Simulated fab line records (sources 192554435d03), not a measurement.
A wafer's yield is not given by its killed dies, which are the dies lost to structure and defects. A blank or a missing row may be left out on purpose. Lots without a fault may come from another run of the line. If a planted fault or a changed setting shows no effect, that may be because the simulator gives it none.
Which tool did it?    flow n5_finfet    13 lots, 39 wafers sampled, at 4 steps of a route of 1938

== WHAT THE GAUGES SHOWED, per wafer ==
N5_BEOL_M6_THK_MEAS_01. Usual: M6_ILD_THK gives 154.4 nm (standard deviation 2.1).
lot   measured      on             M6_ILD_THK (nm)    flag
L634  day 8 20:21   film_metro-01  148.6 151.2 150.7  
L636  day 8 23:06   film_metro-02  154.2 152.5 155.1  
L635  day 9 07:23   film_metro-01  149.5 151.4 153.8  
L637  day 9 11:20   film_metro-01  152.7 150.6 153.8  
L638  day 9 15:50   film_metro-01  152.5 153.0 153.9  
L642  day 11 02:55  film_metro-02  153.5 154.7 154.6  
L647  day 12 05:34  film_metro-02  153.3 154.0 158.0  
L651  day 12 08:17  film_metro-02  154.0 154.4 158.0  
L652  day 13 06:29  film_metro-01  155.7 154.6 157.6  
L653  day 13 12:17  film_metro-02  153.2 153.3 155.2  
L655  day 13 17:47  film_metro-02  156.1 158.1 158.0  
L657  day 14 11:22  film_metro-02  153.7 156.3 156.3  
L656  day 14 11:36  film_metro-02  153.2 154.8 154.2  

N5_BEOL_M6_CD_MEAS_35: target cd 40 nm, target cd y 28 nm. Usual: 39.8 nm for cd_nm, sd 0.6.
lot   measured      on         cd_nm (nm)      flag
L634  day 9 01:05   cd_sem-02  40.0 39.3 39.4  
L636  day 9 03:56   cd_sem-01  40.1 39.0 39.0  
L635  day 9 13:26   cd_sem-01  39.3 39.7 40.0  
L637  day 9 15:03   cd_sem-02  38.5 40.1 39.8  
L638  day 9 20:49   cd_sem-03  38.9 39.3 39.1  
L642  day 11 07:30  cd_sem-03  40.0 40.6 39.9  
L647  day 12 11:40  cd_sem-02  39.2 39.6 40.0  
L651  day 12 14:05  cd_sem-03  39.6 39.1 38.9  
L652  day 13 10:49  cd_sem-01  39.3 40.5 39.4  
L653  day 13 18:02  cd_sem-01  40.6 39.9 39.9  
L655  day 13 21:27  cd_sem-03  39.1 39.1 39.0  
L657  day 14 16:35  cd_sem-03  39.3 40.2 40.4  
L656  day 14 17:56  cd_sem-03  39.7 39.6 39.4  

== WHAT TOOL EACH LOT RAN ON (gives the tool, then ch and the chambers of the sampled wafers, and finally the start) ==
lot   N5_BEOL_M6_VIA_ETCH_34              N5_BEOL_M6_STRIP_36
L634  rie_diel-03 ch 0,1,2, day 9 00:41   rie_diel-03 ch 0,1,2, day 9 00:44
L636  rie_diel-06 ch 0,2, day 9 03:32     rie_diel-06 ch 0,2, day 9 03:35
L635  rie_diel-02 ch 0,1,2, day 9 13:02   rie_diel-02 ch 0,1,2, day 9 13:05
L637  rie_diel-06 ch 0,2,3, day 9 14:38   rie_diel-06 ch 0,2,3, day 9 14:41
L638  rie_diel-03 ch 0,1,2, day 9 20:25   rie_diel-03 ch 0,1,2, day 9 20:28
L642  rie_diel-02 ch 0,1,3, day 11 07:06  rie_diel-02 ch 0,1,3, day 11 07:09
L647  rie_diel-03 ch 0,1, day 12 11:16    rie_diel-03 ch 0,1, day 12 11:19
L651  rie_diel-06 ch 0,1, day 12 13:41    rie_diel-06 ch 0,1, day 12 13:44
L652  rie_diel-06 ch 0,1,3, day 13 10:25  rie_diel-06 ch 0,1,3, day 13 10:28
L653  rie_diel-03 ch 0,3, day 13 17:32    rie_diel-03 ch 0,3, day 13 17:35
L655  rie_diel-06 ch 0,2,3, day 13 21:02  rie_diel-06 ch 0,2,3, day 13 21:05
L657  rie_diel-03 ch 1,2,3, day 14 16:10  rie_diel-03 ch 1,2,3, day 14 16:14
L656  rie_diel-03 ch 0,1, day 14 17:26    rie_diel-03 ch 0,1, day 14 17:29
- N5_BEOL_M6_VIA_ETCH_34: etches SiCOH lowk in C4F6/O2, target depth 126.3 nm, time 50.9 s.
- N5_BEOL_M6_STRIP_36: strips in N2/H2.

== WHAT THE TOOLS THEMSELVES READ (means of the sampled wafers that have a number; where no wafer has one, the mark that the record gives instead) ==
N5_BEOL_M6_VIA_ETCH_34. Usual: drypump_motor_current_A 5.64 A, standard deviation 0.29; oes_product_au 0.75 a.u., standard deviation 0.094; rf_vpp_V 662 V, standard deviation 11; showerhead_plenum_p_Torr 2.85 Torr, standard deviation 0.092; throttle_valve_pct 20.92 %, standard deviation 0.27.
lot   tool         drypump_motor_current_A (A)  oes_product_au (a.u.)  rf_vpp_V (V)  showerhead_plenum_p_Torr (Torr)  throttle_valve_pct (%)  flag
L634  rie_diel-03  5.65                         0.72                   651           2.83                             20.84                   
L636  rie_diel-06  6.10                         0.89                   662           3.01                             20.85                   
L635  rie_diel-02  5.61                         0.70                   669           2.84                             20.89                   
L637  rie_diel-06  5.78                         0.81                   659           2.90                             20.79                   
L638  rie_diel-03  5.66                         0.71                   651           2.82                             20.85                   
L642  rie_diel-02  5.67                         0.56                   667           2.84                             21.03                   
L647  rie_diel-03  5.47                         0.72                   653           2.78                             20.94                   
L651  rie_diel-06  5.55                         0.71                   680           2.86                             21.23                   
L652  rie_diel-06  5.49                         0.70                   669           2.81                             21.01                   
L653  rie_diel-03  5.69                         0.76                   663           2.79                             20.90                   
L655  rie_diel-06  5.78                         0.76                   658           2.88                             20.84                   
L657  rie_diel-03  5.77                         0.78                   654           2.89                             20.71                   
L656  rie_diel-03  5.39                         0.69                   647           2.84                             20.94                   

N5_BEOL_M6_STRIP_36. Usual: drypump_motor_current_A 5.65 A, standard deviation 0.29; oes_product_au 0.75 a.u., standard deviation 0.095; rf_vpp_V 59.1 V, standard deviation 1.5; showerhead_plenum_p_Torr 2.55 Torr, standard deviation 0.087; throttle_valve_pct 23.7 %, standard deviation 0.32.
lot   tool         drypump_motor_current_A (A)  oes_product_au (a.u.)  rf_vpp_V (V)  showerhead_plenum_p_Torr (Torr)  throttle_valve_pct (%)  flag
L634  rie_diel-03  5.65                         0.72                   59.2          2.53                             23.8                    
L636  rie_diel-06  6.12                         0.90                   58.7          2.69                             23.5                    
L635  rie_diel-02  5.59                         0.70                   59.1          2.54                             23.6                    
L637  rie_diel-06  5.77                         0.80                   59.8          2.59                             23.5                    
L638  rie_diel-03  5.64                         0.72                   58.0          2.52                             23.8                    
L642  rie_diel-02  5.70                         0.69                   59.9          2.53                             23.8                    
L647  rie_diel-03  5.48                         0.72                   60.7          2.50                             24.0                    
L651  rie_diel-06  5.59                         0.71                   59.3          2.55                             24.0                    
L652  rie_diel-06  5.50                         0.69                   59.5          2.51                             23.8                    
L653  rie_diel-03  5.67                         0.75                   59.1          2.51                             24.0                    
L655  rie_diel-06  5.77                         0.76                   58.0          2.57                             23.5                    
L657  rie_diel-03  5.79                         0.78                   59.3          2.59                             23.7                    
L656  rie_diel-03  5.38                         0.68                   59.7          2.54                             23.9                    

== THE ANSWER, worked out from the rows above alone ==
Rule: a lot counts as off when the mean over its wafers that have a number is more than 3 standard deviations away from the usual mean. Also off: a lot with no number at a reading for which 4 or more lots have one. The other lots that the step has rows for count as sound. The gauges are gone through in route order, then the tools' own readings, and for those a lot's mean is taken as printed above. At the first step where some lot is off, the reading lying furthest off is the one used; lots without a number count as furthest.
No lot is off at any reading shown: from this, nothing can be told.

== WHAT WAS PUT IN BY THE SIMULATOR ==
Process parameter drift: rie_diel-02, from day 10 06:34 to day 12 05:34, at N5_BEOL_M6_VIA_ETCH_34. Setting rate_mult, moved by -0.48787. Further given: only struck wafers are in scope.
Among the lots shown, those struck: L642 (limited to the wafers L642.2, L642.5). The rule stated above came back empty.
